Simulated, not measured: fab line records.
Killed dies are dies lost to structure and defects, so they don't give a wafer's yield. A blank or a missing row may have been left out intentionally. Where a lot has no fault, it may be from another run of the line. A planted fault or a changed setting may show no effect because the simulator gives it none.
Matching of chambers || flow nand harc || 4 sister chambers for NHARC_A_CONTACT_ETCH_92 on rie diel-01
The step etches the open film in CH3F/O2, target depth 40 nm, time 85.7 s. 18 wafers are shown with their chamber, then 9 later ones without.

## WAFERS WITH THEIR CHAMBER
{"wafer": "L912.1", "chamber": 1, "showerhead plenum p Torr (Torr)": 2.57, "drypump motor current A (A)": 5.85, "rf vpp V (V)": 245.2}
{"wafer": "L912.2", "chamber": 0, "showerhead plenum p Torr (Torr)": 2.61, "drypump motor current A (A)": 6.05, "rf vpp V (V)": 244.9}
{"wafer": "L912.5", "chamber": 0, "showerhead plenum p Torr (Torr)": 2.61, "drypump motor current A (A)": 6.02, "rf vpp V (V)": 247.1}
{"wafer": "L915.2", "chamber": 3, "showerhead plenum p Torr (Torr)": 2.36, "drypump motor current A (A)": 5.63, "rf vpp V (V)": 241.6}
{"wafer": "L915.5", "chamber": 3, "showerhead plenum p Torr (Torr)": 2.36, "drypump motor current A (A)": 5.62, "rf vpp V (V)": 242.6}
{"wafer": "L915.6", "chamber": 0, "showerhead plenum p Torr (Torr)": 2.61, "drypump motor current A (A)": 6.01, "rf vpp V (V)": 247.1}
{"wafer": "L913.1", "chamber": 3, "showerhead plenum p Torr (Torr)": 2.36, "drypump motor current A (A)": 5.63, "rf vpp V (V)": 241.5}
{"wafer": "L913.2", "chamber": 0, "showerhead plenum p Torr (Torr)": 2.61, "drypump motor current A (A)": 6.03, "rf vpp V (V)": 246.8}
{"wafer": "L913.3", "chamber": 1, "showerhead plenum p Torr (Torr)": 2.56, "drypump motor current A (A)": 5.89, "rf vpp V (V)": 245.6}
{"wafer": "L914.1", "chamber": 1, "showerhead plenum p Torr (Torr)": 2.56, "drypump motor current A (A)": 5.87, "rf vpp V (V)": 245.1}
{"wafer": "L914.4", "chamber": 0, "showerhead plenum p Torr (Torr)": 2.61, "drypump motor current A (A)": 6.04, "rf vpp V (V)": 245.9}
{"wafer": "L914.5", "chamber": 1, "showerhead plenum p Torr (Torr)": 2.56, "drypump motor current A (A)": 5.89, "rf vpp V (V)": 246.6}
{"wafer": "L916.1", "chamber": 1, "showerhead plenum p Torr (Torr)": 2.56, "drypump motor current A (A)": 5.87, "rf vpp V (V)": 244.4}
{"wafer": "L916.3", "chamber": 0, "showerhead plenum p Torr (Torr)": 2.61, "drypump motor current A (A)": 6.04, "rf vpp V (V)": 245.2}
{"wafer": "L916.5", "chamber": 2, "showerhead plenum p Torr (Torr)": 2.42, "drypump motor current A (A)": 5.87, "rf vpp V (V)": 245.5}
{"wafer": "L919.2", "chamber": 3, "showerhead plenum p Torr (Torr)": 2.36, "drypump motor current A (A)": 5.63, "rf vpp V (V)": 242.0}
{"wafer": "L919.3", "chamber": 0, "showerhead plenum p Torr (Torr)": 2.60, "drypump motor current A (A)": 6.06, "rf vpp V (V)": 245.3}
{"wafer": "L919.6", "chamber": 3, "showerhead plenum p Torr (Torr)": 2.36, "drypump motor current A (A)": 5.66, "rf vpp V (V)": 244.0}

SIGNATURES (means of the wafers above)
{"reading": "showerhead plenum p Torr", "chamber 0": 2.6086, "chamber 1": 2.5620, "chamber 2": 2.4200, "chamber 3": 2.3600, "scatter within a chamber": 0.00344}
{"reading": "drypump motor current A", "chamber 0": 6.0357, "chamber 1": 5.8740, "chamber 2": 5.8700, "chamber 3": 5.6340, "scatter within a chamber": 0.0165}
{"reading": "rf vpp V", "chamber 0": 246.043, "chamber 1": 245.380, "chamber 2": 245.500, "chamber 3": 242.340, "scatter within a chamber": 0.933}
Rule: a wafer lies at a distance from a chamber equal to the root of the sum of squares, over the readings, of (its reading less the chamber's mean, divided by the reading's scatter). If the next closest chamber is less than 2 further off than the closest, the wafer can't be placed; otherwise it belongs to the closest. How the scatter is found: for the shown wafers, subtract from each reading the mean of its chamber, square and add these, divide the total by (wafers less chambers), then take the root.

## WAFERS WITH NO CHAMBER GIVEN
{"wafer": "L930.4", "showerhead plenum p Torr (Torr)": 2.42, "drypump motor current A (A)": 5.87, "rf vpp V (V)": 243.7}
{"wafer": "L930.5", "showerhead plenum p Torr (Torr)": 2.56, "drypump motor current A (A)": 5.89, "rf vpp V (V)": 245.4}
{"wafer": "L930.6", "showerhead plenum p Torr (Torr)": 2.60, "drypump motor current A (A)": 6.02, "rf vpp V (V)": 246.7}
{"wafer": "L931.1", "showerhead plenum p Torr (Torr)": 2.56, "drypump motor current A (A)": 5.89, "rf vpp V (V)": 245.6}
{"wafer": "L931.5", "showerhead plenum p Torr (Torr)": 2.35, "drypump motor current A (A)": 5.67, "rf vpp V (V)": 242.1}
{"wafer": "L931.6", "showerhead plenum p Torr (Torr)": 2.42, "drypump motor current A (A)": 5.84, "rf vpp V (V)": 244.0}
{"wafer": "L932.1", "showerhead plenum p Torr (Torr)": 2.60, "drypump motor current A (A)": 6.03, "rf vpp V (V)": 245.5}
{"wafer": "L932.4", "showerhead plenum p Torr (Torr)": 2.35, "drypump motor current A (A)": 5.66, "rf vpp V (V)": 243.9}
{"wafer": "L932.5", "showerhead plenum p Torr (Torr)": 2.55, "drypump motor current A (A)": 5.90, "rf vpp V (V)": 245.8}

## EACH ONE'S CHAMBER
{"wafer": "L930.4", "from the rows above": 2, "in truth": 2}
{"wafer": "L930.5", "from the rows above": 1, "in truth": 1}
{"wafer": "L930.6", "from the rows above": 0, "in truth": 0}
{"wafer": "L931.1", "from the rows above": 1, "in truth": 1}
{"wafer": "L931.5", "from the rows above": 3, "in truth": 3}
{"wafer": "L931.6", "from the rows above": 2, "in truth": 2}
{"wafer": "L932.1", "from the rows above": 0, "in truth": 0}
{"wafer": "L932.4", "from the rows above": 3, "in truth": 3}
{"wafer": "L932.5", "from the rows above": 1, "in truth": 1}
Correctly placed: 9 of 9. Number that these rows cannot place: 0. 0 placed wrongly.
